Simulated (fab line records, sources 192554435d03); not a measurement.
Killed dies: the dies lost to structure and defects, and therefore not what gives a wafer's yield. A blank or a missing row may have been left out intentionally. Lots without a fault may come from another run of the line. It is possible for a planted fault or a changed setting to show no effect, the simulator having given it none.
fab line records	flow n5-finfet
record: lots: 7	wafers: 39
route steps=1938 shown HKMG_FIN@403 BEOL_M0_CUTY@711 BEOL_M5@1116 BEOL_M9@1401
start-h: hours from the record's first day to the start of the lot's first wafer shown	wait-h: hours elapsed since this lot's preceding step	" repeats the value in the row above	L1.1+2: a row that stands for several wafers	- no value, or no start was given	* or withheld: withheld	< > ~ a bound
route shown NAME@n: a module of which the file shows steps, and the number in the route of the first	usual: the fault-free wafers' mean and standard deviation	same: alike in all rows	chamber/n: place in a boat	sites: per-site readings	_std_site: how widely they spread, as a standard deviation	_edge_site: mean of outer sites minus mean of inner sites	radius-mm: how far each site lies from the wafer's centre	mask NAME#n: copy n	behind: tool/chamber where the wafer was last shaped	hold: what put the lot on hold/how long, in hours/how the hold closed	device: whichever transistor did not switch (one of n, p or np)	end of line: tests run on the same wafers once the route is complete	a step with no rows: only its recipe	killed: dies lost to structure and defects at the first sort, not the wafer's yield	map: dies across one wafer; x = killed, . = not, _ = none there
set.NAME: the run value of the setting; set.NAME@STEP: its run value at that earlier step	model.NAME: the simulator's own value behind a step, which no gauge read
lots run with intentionally changed settings; tables by step, rows by wafer
== steps ==
step: N5_HKMG_FIN_ETCH_55
recipe: chemistry: N2/H2	target: SOC	target-depth-a: 2400	temp-c: 40	time-s: 300	ion-energy-ev: 200	mask-material: SiARC	pressure-mtorr: 30	source-w: 840	bias-w: 150	n2-flow-sccm: 200	h2-flow-sccm: 200
lot.wafer	tool	chamber	start-h	wait-h	set.time-s	model.etch.depth-nm	model.HKMG_FIN.feature-depth-nm	model.SiARC_of_HKMG_FIN_COAT_42.thk-nm
L074.1	rie-diel-04	2	73.08	0.0	300	234.7	234.6	22.2
L074.2	"	0	"	"	408.1	334.4	334.4	16.4
L074.3	"	1	"	"	408.1	331.3	331.4	16.2
L074.4	"	0	"	"	408.1	331.4	331.4	16.6
L074.5	"	2	"	"	300	235.5	235.4	22.2
L074.6	"	1	"	"	300	244.4	244.4	21.2
L075.1	rie-diel-06	2	80.79	0.0	300	229.7	229.8	21.6
L075.2	"	3	"	"	300	240.8	240.8	21.2
L075.3	"	0	"	"	360.9	284.1	284	19.6
L075.4	"	1	"	"	300	243	243	20.4
L075.5	"	1	"	"	360.9	292.5	292.6	17.4
L075.6	"	0	"	"	360.9	283.2	283.2	19.6
L078.1	rie-diel-02	0	101.01	0.0	300	231.8	231.8	21.4
L078.2	"	2	"	"	300	233.4	233.4	22
L078.3	"	3	"	"	300	252	252	20.2
L078.4	"	1	"	"	181.9	141.1	141	27.2
L078.5	"	1	"	"	181.9	139.7	139.6	27
L078.6	"	0	"	"	181.9	141.8	141.8	26.6
L081.1	rie-diel-04	2	113.98	0.0	300	231.8	231.8	22.4
L081.2	"	0	"	"	300	236.8	236.8	22
L081.3	"	3	"	"	300	254.1	254.2	20.6
L081.4	"	1	"	"	300	243.2	243.2	21.4
L081.5	"	0	"	"	300	239.3	239.4	21.8
L081.6	"	1	"	"	300	239.9	240	21.6
L080.1	rie-diel-04	0	120.51	0.0	300	240	240	21.8
L080.2	"	1	"	"	300	240.6	240.6	21.4
L080.3	"	3	"	"	300	253.3	253.2	20.4
L080.4	"	2	"	"	253.1	195.7	195.6	24.2
L080.5	"	3	"	"	253.1	213.8	213.8	22.8
L080.6	"	2	"	"	253.1	194.8	194.8	24.2
L086.1	rie-diel-02	3	147.83	0.0	446.2	376.2	376.2	13
L086.2	"	1	"	"	300	235.5	235.4	21.6
L086.3	"	0	"	"	446.2	346.8	346.8	14.6
L086.4	"	2	"	"	300	231.9	231.8	22
L086.5	"	0	"	"	300	232.8	232.8	21.4
L086.6	"	1	"	"	446.2	349.2	349.2	15.2
L091.1	rie-diel-04	3	177.41	0.0	300	252.1	252.2	20.4
L091.4	"	2	"	"	300	232.2	232.2	22
L091.6	"	3	"	"	300	251.2	251.2	20.4
step: N5_BEOL_M0_CUTY_DESCUM_61
recipe: chemistry: O2	time-s: 7.9	source-power-w: 50	bias-power-w: 20	pressure-mtorr: 20	rf-frequency-hz: 2.712e+07	temp-c: 40	resist: CAR-ArF-block	o2-flow-sccm: 225
lot.wafer	tool	chamber	start-h	wait-h	set.time-s	model.CAR-ArF-block_of_BEOL_M0_CUTY_COAT_51.thk-nm
L074.1	rie-diel-02	2	116.13	0.0	3.468	145.6
L074.2	"	1	"	"	3.468	145.8
L074.3	"	0	"	"	3.468	146
L074.4+6	"	3	"	"	7.9	143
L074.5	"	2	"	"	7.9	143.4
L075.1+3	rie-diel-06	1,3	128.42	0.0	7.9	143.2
L075.2	"	0	"	"	5.259	145
L075.4	"	2	"	"	5.259	144.4
L075.5	"	0	"	"	5.259	144.8
L075.6	"	3	"	"	7.9	143.6
L078.1	rie-diel-02	2	142.19	0.0	5.259	145.2
L078.2	"	0	"	"	7.9	143.4
L078.3	"	3	"	"	5.259	144.6
L078.4	"	1	"	"	5.259	145
L078.5	"	3	"	"	7.9	143
L078.6	"	0	"	"	7.9	143.2
L081.1	rie-diel-06	3	154.29	0.0	7.9	143.2
L081.2+3	"	1,0	"	"	10.39	141.6
L081.4	"	0	"	"	7.9	142.6
L081.5	"	3	"	"	7.9	143.6
L081.6	"	1	"	"	10.39	142
L080.1	rie-diel-06	3	161.47	0.0	12.57	141
L080.2+6	"	1	"	"	7.9	144.4
L080.3	"	0	"	"	12.57	141.2
L080.4	"	3	"	"	12.57	141.4
L080.5	"	0	"	"	7.9	143.8
L086.1	rie-diel-02	2	186.64	0.0	7.9	142.6
L086.2	"	3	"	"	7.9	143.4
L086.3+4	"	1,0	"	"	7.9	143
L086.5+6	"	2,1	"	"	7.9	142.8
L091.1	rie-diel-04	0	219.88	0.0	7.9	143
L091.4	"	2	"	"	7.9	143.4
L091.6	"	2	"	"	7.9	142.8
step: N5_BEOL_M5_HM_DEP_02
recipe: material: TiN	target-thk-a: 200	temp-c: 25	chamber-pressure-pa: 0.49996
lot.wafer	tool	chamber	start-h	wait-h	set.target-thk-a	model.TiN_of_BEOL_M5_HM_DEP_02.thk-nm
L074.1+4+5	pvd-sputter-01	-	165.93	0.6	200	20.2
L074.2	"	-	"	"	200	20.4
L074.3+6	"	-	"	"	200	20
L075.1+3	pvd-sputter-01	-	185.01	0.9	200	19.8
L075.2+4	"	-	"	"	279.4	27.8
L075.5	"	-	"	"	200	20
L075.6	"	-	"	"	279.4	27.6
L078.1+3+5	pvd-sputter-01	-	192.13	0.1	158.2	15.4
L078.2+4+6	"	-	"	"	200	19.8
L081.1+5	pvd-sputter-03	-	201.58	0.7	240.9	24.2
L081.2	"	-	"	"	200	19.8
L081.3	"	-	"	"	240.9	24.4
L081.4	"	-	"	"	200	20
L081.6	"	-	"	"	200	20.4
L080.1	pvd-sputter-03	-	217.40	0.4	200	20
L080.2	"	-	"	"	200	20.4
L080.3	"	-	"	"	293.3	29.2
L080.4+5	"	-	"	"	293.3	29.6
L080.6	"	-	"	"	200	19.8
L086.1+5	pvd-sputter-01	-	245.26	1.2	166.6	16.6
L086.2	"	-	"	"	200	19.6
L086.3	"	-	"	"	200	20
L086.4	"	-	"	"	166.6	16.2
L086.6	"	-	"	"	200	19.8
L091.1+6	pvd-sputter-01	-	275.33	3.1	200	19.8
L091.4	"	-	"	"	200	20
step: N5_BEOL_M5_COAT_59
recipe: resist: SOC	temp-c: 250	time-s: 60	spin-rpm: 1500	resist-thk-nm: 60
step: N5_BEOL_M5_COAT_60
recipe: resist: SiARC	temp-c: 220	time-s: 60	spin-rpm: 1500	resist-thk-nm: 12
step: N5_BEOL_M5_STRIP_73
recipe: chemistry: N2/H2	temp-c: 40	n2-flow-sccm: 200	h2-flow-sccm: 200	rf-frequency-hz: 6e+07
step: N5_BEOL_M5_STRIP_64
recipe: chemistry: CF4	resist: SiARC	power-w: 300	bias-power-w: 75	pressure-mtorr: 50	cf4-flow-sccm: 150	rf-frequency-hz: 6e+07
step: N5_BEOL_M5_HM_OPEN_17
recipe: chemistry: Cl2/BCl3	target-depth-a: 200	overetch-a: 60	target: TiN	mask-material: SOC	ion-energy-ev: 150	pressure-mtorr: 10	icp-w: 1000	bias-w: 126	Cl2_flow_sccm: 53.25	bcl3-flow-sccm: 21.75	Ar_flow_sccm: 25
lot.wafer	tool	chamber	start-h	wait-h	set.target-thk-a@BEOL_M5_HM_DEP_02	model.etch.depth-nm
L074.1	rie-metal-01	1	166.69	0.0	200	20.22
L074.2	"	0	"	"	200	20.36
L074.3+6	"	0	"	"	200	20.07
L074.4	"	1	"	"	200	20.17
L074.5	"	1	"	"	200	20.14
L075.1	rie-metal-01	1	185.82	0.0	200	19.9
L075.2	"	0	"	"	279.4	25.72
L075.3	"	1	"	"	200	19.81
L075.4	"	0	"	"	279.4	25.44
L075.5	"	0	"	"	200	20.05
L075.6	"	1	"	"	279.4	25.77
L078.1	rie-metal-03	1	193.11	0.0	158.2	15.4
L078.2	"	0	"	"	200	19.86
L078.3	"	1	"	"	158.2	15.49
L078.4	"	0	"	"	200	19.88
L078.5	"	0	"	"	158.2	15.38
L078.6	"	1	"	"	200	19.76
L081.1	rie-metal-02	0	202.46	0.0	240.9	24.14
L081.2	"	1	"	"	200	19.82
L081.3	"	0	"	"	240.9	24.37
L081.4	"	1	"	"	200	19.9
L081.5	"	1	"	"	240.9	24.12
L081.6	"	0	"	"	200	20.37
L080.1	rie-metal-03	1	218.17	0.0	200	20.09
L080.2	"	0	"	"	200	20.31
L080.3	"	1	"	"	293.3	26.4
L080.4	"	0	"	"	293.3	25.96
L080.5	"	0	"	"	293.3	25.99
L080.6	"	1	"	"	200	19.81
L086.1	rie-metal-01	0	246.16	0.0	166.6	16.66
L086.2	"	1	"	"	200	19.51
L086.3	"	1	"	"	200	19.95
L086.4	"	0	"	"	166.6	16.15
L086.5	"	1	"	"	166.6	16.65
L086.6	"	0	"	"	200	19.73
L091.1	rie-metal-01	1	276.23	0.0	200	19.85
L091.4	"	0	"	"	200	20.04
L091.6	"	1	"	"	200	19.9
step: N5_BEOL_M9_ILD_DEP_00
recipe: material: SiCOH_lowk	target-thk-a: 3085.1	temp-c: 300	precursor: DEMS/porogen	pressure-torr: 5	rf-w: 500	time-s: 58
lot.wafer	tool	chamber	start-h	wait-h	set.time-s	model.SiCOH_lowk_of_BEOL_M9_ILD_DEP_00.thk-nm
L074.1	pecvd-02	0	205.45	0.0	58	300.6
L074.2	"	1	"	"	58	302.6
L074.3	"	2	"	"	84.8	442
L074.4	"	1	"	"	58	309.4
L074.5	"	0	"	"	84.8	448.6
L074.6	"	2	"	"	84.8	447.2
L075.1	pecvd-04	1	220.61	0.0	58	300.4
L075.2	"	0	"	"	31.97	171.4
L075.3	"	2	"	"	31.97	172.6
L075.4	"	1	"	"	58	305.2
L075.5	"	2	"	"	58	313
L075.6	"	0	"	"	31.97	178
L078.1	pecvd-04	2	228.06	0.0	69.22	365.6
L078.2	"	0	"	"	69.22	369
L078.3	"	1	"	"	58	298.6
L078.4	"	1	"	"	58	302.8
L078.5	"	0	"	"	69.22	371.6
L078.6	"	2	"	"	58	310.4
L081.1	pecvd-01	2	234.68	0.0	84.72	440.8
L081.2	"	1	"	"	84.72	442.2
L081.3	"	0	"	"	58	304.2
L081.4	"	1	"	"	58	305.6
L081.5	"	2	"	"	84.72	449.6
L081.6	"	0	"	"	58	310.4
L080.1	pecvd-02	0	247.80	0.0	73.49	386.2
L080.2	"	1	"	"	58	305.8
L080.3	"	2	"	"	58	313.2
L080.4	"	1	"	"	58	314.6
L080.5	"	0	"	"	73.49	393.6
L080.6	"	2	"	"	73.49	392.6
L086.1	pecvd-01	0	288.94	0.0	32.95	172.2
L086.2	"	1	"	"	32.95	177.6
L086.3	"	2	"	"	58	309
L086.4	"	2	"	"	58	311.6
L086.5	"	0	"	"	58	307.8
L086.6	"	1	"	"	32.95	179.2
L091.1	pecvd-02	0	309.83	0.0	58	306.4
L091.4	"	0	"	"	58	309.6
L091.6	"	2	"	"	58	306.6
step: N5_BEOL_M9_CURE_71
recipe: temp-c: 385	time-s: 240	ambient: He/Ar	material: SiCOH_lowk
lot.wafer	tool	chamber	start-h	wait-h	set.time-s@BEOL_M9_ILD_DEP_00	model.SiCOH_lowk_of_BEOL_M9_ILD_DEP_00.thk-nm
L074.1	uv-cure-01	0	205.53	0.0	58	261
L074.2	"	0	"	"	58	262.8
L074.3	"	0	"	"	84.8	386.8
L074.4	"	0	"	"	58	268.8
L074.5	"	0	"	"	84.8	392.8
L074.6	"	0	"	"	84.8	391.6
L075.1	uv-cure-02	0	220.69	0.0	58	260.8
L075.2	"	0	"	"	31.97	147.8
L075.3	"	0	"	"	31.97	148.8
L075.4	"	0	"	"	58	265.2
L075.5	"	0	"	"	58	272
L075.6	"	0	"	"	31.97	153.6
L078.1	uv-cure-01	1	228.21	0.1	69.22	318.6
L078.2	"	1	"	"	69.22	321.6
L078.3	"	1	"	"	58	259.2
L078.4	"	1	"	"	58	263
L078.5	"	1	"	"	69.22	324
L078.6	"	1	"	"	58	269.6
L081.1	uv-cure-01	1	234.98	0.3	84.72	385.8
L081.2	"	1	"	"	84.72	387
L081.3	"	1	"	"	58	264.2
L081.4	"	1	"	"	58	265.6
L081.5	"	1	"	"	84.72	393.6
L081.6	"	1	"	"	58	269.6
L080.1	uv-cure-03	0	247.88	0.0	73.49	336.8
L080.2	"	0	"	"	58	265.6
L080.3	"	0	"	"	58	272.2
L080.4	"	0	"	"	58	273.4
L080.5	"	0	"	"	73.49	343.6
L080.6	"	0	"	"	73.49	342.6
L086.1	uv-cure-02	1	289.02	0.0	32.95	148.6
L086.2	"	1	"	"	32.95	153
L086.3	"	1	"	"	58	268.6
L086.4	"	1	"	"	58	270.6
L086.5	"	1	"	"	58	267.4
L086.6	"	1	"	"	32.95	154.4
L091.1	uv-cure-03	1	309.91	0.0	58	266
L091.4	"	1	"	"	58	269
L091.6	"	1	"	"	58	266.4
step: N5_BEOL_M9_THK_MEAS_01
recipe: reads: SiCOH_lowk_of_BEOL_M9_ILD_DEP_00
usual: M9_ILD_THK: 267/5
lot.wafer	tool	chamber	start-h	wait-h	set.time-s@BEOL_M9_ILD_DEP_00	M9_ILD_THK[nm]
L074.1	film-metro-01	-	206.04	0.4	58	261
L074.2	"	-	"	"	58	263
L074.3	"	-	"	"	84.8	387
L074.4	"	-	"	"	58	269
L074.5	"	-	"	"	84.8	393
L074.6	"	-	"	"	84.8	392
L075.1	film-metro-01	-	221.20	0.4	58	261
L075.2	"	-	"	"	31.97	148
L075.3	"	-	"	"	31.97	149
L075.4	"	-	"	"	58	265
L075.5	"	-	"	"	58	272
L075.6	"	-	"	"	31.97	154
L078.1	film-metro-01	-	228.73	0.4	69.22	318
L078.2	"	-	"	"	69.22	322
L078.3	"	-	"	"	58	259
L078.4	"	-	"	"	58	263
L078.5	"	-	"	"	69.22	324
L078.6	"	-	"	"	58	270
L081.1	film-metro-01	-	235.98	0.8	84.72	386
L081.2	"	-	"	"	84.72	387
L081.3	"	-	"	"	58	264
L081.4	"	-	"	"	58	266
L081.5	"	-	"	"	84.72	394
L081.6	"	-	"	"	58	270
L080.1	film-metro-02	-	248.39	0.4	73.49	337
L080.2	"	-	"	"	58	266
L080.3	"	-	"	"	58	272
L080.4	"	-	"	"	58	274
L080.5	"	-	"	"	73.49	343
L080.6	"	-	"	"	73.49	343
L086.1	film-metro-01	-	290.01	0.8	32.95	149
L086.2	"	-	"	"	32.95	153
L086.3	"	-	"	"	58	268
L086.4	"	-	"	"	58	271
L086.5	"	-	"	"	58	267
L086.6	"	-	"	"	32.95	154
L091.1	film-metro-02	-	310.90	0.8	58	266
L091.4	"	-	"	"	58	269
L091.6	"	-	"	"	58	266
== key ==
split: step: N5_HKMG_FIN_ETCH_55	setting: time-s	stated: 300	by: wafer
response: step: N5_HKMG_FIN_ETCH_55	reading: model.etch.depth-nm	change: +2.55	per: 1%	r: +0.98
response: step: N5_HKMG_FIN_ETCH_55	reading: model.HKMG_FIN.feature-depth-nm	change: +2.55	per: 1%	r: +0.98
response: step: N5_HKMG_FIN_ETCH_55	reading: model.SiARC_of_HKMG_FIN_COAT_42.thk-nm	change: -0.148	per: 1%	r: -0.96
split: step: N5_BEOL_M0_CUTY_DESCUM_61	setting: time-s	stated: 7.9	by: wafer
response: step: N5_BEOL_M0_CUTY_DESCUM_61	reading: model.CAR-ArF-block_of_BEOL_M0_CUTY_COAT_51.thk-nm	change: -0.0482	per: 1%	r: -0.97
split: step: N5_BEOL_M5_HM_DEP_02	setting: target-thk-a	stated: 200	by: wafer
response: step: N5_BEOL_M5_HM_DEP_02	reading: model.TiN_of_BEOL_M5_HM_DEP_02.thk-nm	change: +0.201	per: 1%	r: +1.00
response: step: N5_BEOL_M5_HM_OPEN_17	reading: model.etch.depth-nm	change: +0.152	per: 1%	r: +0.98
split: step: N5_BEOL_M9_ILD_DEP_00	setting: time-s	stated: 58	by: wafer
response: step: N5_BEOL_M9_ILD_DEP_00	reading: model.SiCOH_lowk_of_BEOL_M9_ILD_DEP_00.thk-nm	change: +3.03	per: 1%	r: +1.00
response: step: N5_BEOL_M9_CURE_71	reading: model.SiCOH_lowk_of_BEOL_M9_ILD_DEP_00.thk-nm	change: +2.68	per: 1%	r: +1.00
response: step: N5_BEOL_M9_THK_MEAS_01	reading: M9_ILD_THK	change: +2.68	per: 1%	r: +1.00
